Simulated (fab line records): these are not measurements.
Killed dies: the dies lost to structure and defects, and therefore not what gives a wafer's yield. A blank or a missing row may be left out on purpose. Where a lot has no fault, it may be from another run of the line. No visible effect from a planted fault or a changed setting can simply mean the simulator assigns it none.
Which of the tools did it? | flow n5 finfet | 9 lots, 26 wafers sampled, at 6 steps of a route of 1938

WHAT THE GAUGES READ, wafer by wafer
N5_BEOL_M1_CD_MEAS_18: pitch 36 nm, target cd 18 nm. Usual: 18.0 nm for cd nm, sd 0.41.
lot  | measured     | on        | cd nm (nm)     | flag
L806 | day 6 03:52  | cd sem-03 | 17.8 18.5 18.1 |
L807 | day 6 09:58  | cd sem-01 | 18.2 17.6 17.8 |
L810 | day 7 01:55  | cd sem-01 | 18.5 18.4 18.5 |
L811 | day 7 06:43  | cd sem-01 | 17.1 17.8 17.8 |
L812 | day 7 09:53  | cd sem-03 | 18.4 18.7 18.5 |
L822 | day 10 06:23 | cd sem-02 | 17.7 18.5      |
L823 | day 10 09:16 | cd sem-03 | 18.0 18.7 17.9 |
L827 | day 11 08:56 | cd sem-01 | 18.1 19.0 18.2 |
L828 | day 11 14:57 | cd sem-02 | 18.0 17.5 18.5 |

N5_BEOL_M1_OCD_MEAS_38. Usual: 55.4 nm for trench depth nm, sd 1.2.
lot  | measured     | on     | trench depth nm (nm) | flag
L806 | day 6 05:11  | ocd-01 | 54.5 56.8 55.6       |
L807 | day 6 17:28  | ocd-02 | 55.3 56.4 57.0       |
L810 | day 7 04:47  | ocd-01 | 0.2 0.6 0.4          | OFF
L811 | day 7 08:33  | ocd-02 | 0 0 0.3              | OFF
L812 | day 7 11:11  | ocd-01 | 0.4 0 0.2            | OFF
L822 | day 10 08:17 | ocd-02 | 54.9 54.0            |
L823 | day 10 11:35 | ocd-01 | 54.3 54.2 54.8       |
L827 | day 11 13:59 | ocd-02 | 56.1 56.2 55.6       |
L828 | day 11 18:53 | ocd-01 | 54.0 53.7 54.8       |

N5_BEOL_M4_RC_MEAS_101. Usual: DIBL_N 35.9 mV/V, standard deviation 2.5; DIBL_P 36.0 mV/V, standard deviation 3; IOFF_N 0.16 nA/um, standard deviation 0.047; IOFF_P 0.21 nA/um, standard deviation 0.047; ION_N 671 uA/um, standard deviation 14; ION_P 460 uA/um, standard deviation 8.8; SS_N 71.5 mV/dec, standard deviation 0.73; SS_P 73.2 mV/dec, standard deviation 0.91; VT_N 250 mV, standard deviation 4.3; VT_P -251 mV, standard deviation 3.6.
lot  | measured     | on        | DIBL_N (mV/V)  | DIBL_P (mV/V)  | IOFF_N (nA/um) | IOFF_P (nA/um) | ION_N (uA/um) | ION_P (uA/um) | SS_N (mV/dec)  | SS_P (mV/dec)  | VT_N (mV)   | VT_P (mV)      | flag
L806 | day 7 18:34  | prober-02 | 34.8 37.7 34.1 | 34.4 37.2 33.6 | 0.14 0.20 0.14 | 0.19 0.22 0.17 | 662 679 653   | 453 465 444   | 71.0 72.4 70.5 | 73.3 73.2 72.7 | 250 245 249 | -254 -251 -256 |
L807 | day 7 22:47  | prober-01 | 35.4 32.2 35.9 | 36.4 32.9 37.2 | 0.15 0.11 0.16 | 0.18 0.16 0.20 | 667 653 682   | 451 451 467   | 71.5 70.5 71.4 | 73.3 72.3 73.0 | 253 252 250 | -254 -254 -254 |
L822 | day 12 02:52 | prober-01 | 37.0 38.6      | 37.6 37.4      | 0.17 0.19      | 0.23 0.22      | 685 686       | 471 466       | 71.3 72.4      | 73.2 73.3      | 247 246     | -253 -254      |
L823 | day 12 05:04 | prober-02 | 35.8 39.0 38.1 | 35.2 39.9 39.4 | 0.14 0.22 0.18 | 0.19 0.28 0.26 | 685 693 692   | 470 469 475   | 70.5 71.2 71.8 | 73.0 74.4 74.3 | 248 244 247 | -250 -247 -248 |
L827 | day 13 03:22 | prober-01 | 35.8 38.1 35.3 | 35.4 37.6 34.9 | 0.17 0.18 0.15 | 0.22 0.23 0.22 | 684 678 655   | 471 467 456   | 71.1 72.0 71.4 | 73.1 73.7 73.0 | 249 250 251 | -247 -249 -249 |
L828 | day 13 12:14 | prober-02 | 35.0 34.7 32.9 | 35.1 34.8 32.7 | 0.13 0.15 0.10 | 0.19 0.19 0.16 | 655 681 656   | 452 468 455   | 71.1 71.2 71.0 | 72.8 73.5 72.0 | 255 251 259 | -252 -250 -254 |

EACH LOT AND THE TOOL THAT RAN IT (in order: tool; ch and the chambers of the sampled wafers; start)
lot  | N5_BEOL_M1_ETCH_69                 | N5_BEOL_M1_TRENCH_ETCH_37          | N5_BEOL_M1_DEGAS_44
L806 | rie diel-01 ch 0,1,3, day 6 04:34  | rie diel-04 ch 0,1,2, day 6 05:02  | pvd sputter-03, day 6 05:28
L807 | rie diel-04 ch 0,1,3, day 6 10:28  | rie diel-04 ch 1,2,3, day 6 17:18  | pvd sputter-03, day 6 17:43
L810 | rie diel-05 ch 0,1,3, day 7 02:25  | rie diel-04 ch 1,2, day 7 04:38    | pvd sputter-01, day 7 05:34
L811 | rie diel-04 ch 0,1,2, day 7 07:12  | rie diel-01 ch 0,2, day 7 08:23    | pvd sputter-03, day 7 09:02
L812 | rie diel-04 ch 0,1,2, day 7 10:23  | rie diel-04 ch 2,3, day 7 11:02    | pvd sputter-02, day 7 12:56
L822 | rie diel-01 ch 1,2, day 10 06:59   | rie diel-01 ch 0,3, day 10 08:08   | pvd sputter-02, day 10 09:05
L823 | rie diel-04 ch 0,1, day 10 09:46   | rie diel-01 ch 0,1, day 10 11:26   | pvd sputter-02, day 10 12:16
L827 | rie diel-01 ch 1,2,3, day 11 09:26 | rie diel-01 ch 0,2,3, day 11 13:50 | pvd sputter-01, day 11 14:17
L828 | rie diel-04 ch 0,2,3, day 11 15:34 | rie diel-01 ch 0,1, day 11 18:44   | pvd sputter-01, day 11 19:14
- N5_BEOL_M1_ETCH_69: etches SiARC in CF4, target depth 15.6 nm, time 26 s.
- N5_BEOL_M1_TRENCH_ETCH_37: etches SiOC in C4F6/O2, target depth 55.207 nm, time 29 s.
- N5_BEOL_M1_DEGAS_44: time 60 s.

WHAT THE TOOLS THEMSELVES READ (means of the sampled wafers that have a number; where no wafer has one, the mark that the record gives instead)
N5_BEOL_M1_ETCH_69. Usual: bias w 36.00 W, standard deviation 0.11; cf4 flow sccm 100.0 sccm, standard deviation 0.3; drypump motor current A 5.7 A, standard deviation 0.39; etch rf on time s 25.9 s, standard deviation 0.8; oes product au 0.69 a.u., standard deviation 0.076; rf vpp V 184.5 V, standard deviation 1; showerhead plenum p Torr 2.18 Torr, standard deviation 0.047; throttle valve pct 15.52 %, standard deviation 0.22.
lot  | tool        | bias w (W) | cf4 flow sccm (sccm) | drypump motor current A (A) | etch rf on time s (s) | oes product au (a.u.) | rf vpp V (V) | showerhead plenum p Torr (Torr) | throttle valve pct (%) | flag
L806 | rie diel-01 | 36.09      | 100.0                | 5.8                         | 26.8                  | 0.64                  | 184.4        | 2.17                            | 15.66                  |
L807 | rie diel-04 | 36.02      | 100.0                | 5.5                         | 25.5                  | 0.67                  | 184.2        | 2.21                            | 15.42                  |
L810 | rie diel-05 | 36.12      | 100.0                | 5.5                         | 26.0                  | 0.66                  | 185.4        | 2.21                            | 15.53                  |
L811 | rie diel-04 | 36.06      | 100.1                | 5.4                         | 25.8                  | 0.62                  | 184.2        | 2.20                            | 15.64                  |
L812 | rie diel-04 | 35.93      | 99.9                 | 5.4                         | 25.8                  | 0.62                  | 182.9        | 2.20                            | 15.64                  |
L822 | rie diel-01 | 36.04      | 100.1                | 5.8                         | 26.2                  | 0.72                  | 185.4        | 2.18                            | 15.68                  |
L823 | rie diel-04 | 35.95      | 100.2                | 5.1                         | 25.5                  | 0.63                  | 185.1        | 2.20                            | 15.48                  |
L827 | rie diel-01 | 36.23      | 100.1                | 5.9                         | 26.4                  | 0.73                  | 184.4        | 2.15                            | 15.53                  |
L828 | rie diel-04 | 35.98      | 100.4                | 5.8                         | 25.7                  | 0.69                  | 184.4        | 2.19                            | 15.55                  |

N5_BEOL_M1_TRENCH_ETCH_37. Usual: C4F6_flow_sccm 9.997 sccm, standard deviation 0.028; O2_flow_sccm 10.005 sccm, standard deviation 0.028; drypump motor current A 5.7 A, standard deviation 0.4; oes product au 0.81 a.u., standard deviation 0.085; rf vpp V 666 V, standard deviation 16; showerhead plenum p Torr 2.89 Torr, standard deviation 0.059; throttle valve pct 20.73 %, standard deviation 0.22.
lot  | tool        | C4F6_flow_sccm (sccm) | O2_flow_sccm (sccm) | drypump motor current A (A) | oes product au (a.u.) | rf vpp V (V) | showerhead plenum p Torr (Torr) | throttle valve pct (%) | flag
L806 | rie diel-04 | 9.986                 | 9.985               | 5.5                         | 0.74                  | 663          | 2.93                            | 20.78                  |
L807 | rie diel-04 | 9.984                 | 10.001              | 5.7                         | 0.76                  | 674          | 2.91                            | 20.69                  |
L810 | rie diel-04 | -                     | -                   | -                           | -                     | -            | -                               | -                      | OFF
L811 | rie diel-01 | -                     | -                   | -                           | -                     | -            | -                               | -                      | OFF
L812 | rie diel-04 | -                     | -                   | -                           | -                     | -            | -                               | -                      | OFF
L822 | rie diel-01 | 10.018                | 10.023              | 5.9                         | 0.80                  | 648          | 2.81                            | 20.79                  |
L823 | rie diel-01 | 10.021                | 9.996               | 5.6                         | 0.73                  | 660          | 2.86                            | 20.90                  |
L827 | rie diel-01 | 10.028                | 9.994               | 5.9                         | 0.90                  | 654          | 2.81                            | 20.79                  |
L828 | rie diel-01 | 10.006                | 10.020              | 5.7                         | 0.89                  | 660          | 2.86                            | 20.64                  |

N5_BEOL_M1_DEGAS_44. Usual: 332 W for heater power w, sd 16.
lot  | tool           | heater power w (W) | flag
L806 | pvd sputter-03 | 342                |
L807 | pvd sputter-03 | 331                |
L810 | pvd sputter-01 | 326                |
L811 | pvd sputter-03 | 339                |
L812 | pvd sputter-02 | 312                |
L822 | pvd sputter-02 | 326                |
L823 | pvd sputter-02 | 323                |
L827 | pvd sputter-01 | 334                |
L828 | pvd sputter-01 | 338                |

THE ANSWER, worked out from the rows above alone
Rule: lot off if the mean of its wafers having a number is beyond 3 standard deviations from the usual mean. A lot without any number at a reading at which 4 lots or more have one is off too. All remaining lots with rows at the step are treated as sound. After the gauges, taken in route order, come the tools' own readings; for these a lot's mean is taken, as printed above. At the first step where some lot is off, the reading lying furthest off is the one used; lots without a number count as furthest.
Off at N5_BEOL_M1_OCD_MEAS_38 (trench depth nm): L810, L811, L812.
If a tool, at a process step before that reading, ran all the lots that are off and no sound lot after the first of them, it fits. Not tried: the gauges at N5_BEOL_M1_OCD_MEAS_38; whatever is off there is also off at N5_BEOL_M1_TRENCH_ETCH_37, on other tools, and gauge error can't account for it. None of those tried fits.

WHAT WAS PUT IN BY THE SIMULATOR
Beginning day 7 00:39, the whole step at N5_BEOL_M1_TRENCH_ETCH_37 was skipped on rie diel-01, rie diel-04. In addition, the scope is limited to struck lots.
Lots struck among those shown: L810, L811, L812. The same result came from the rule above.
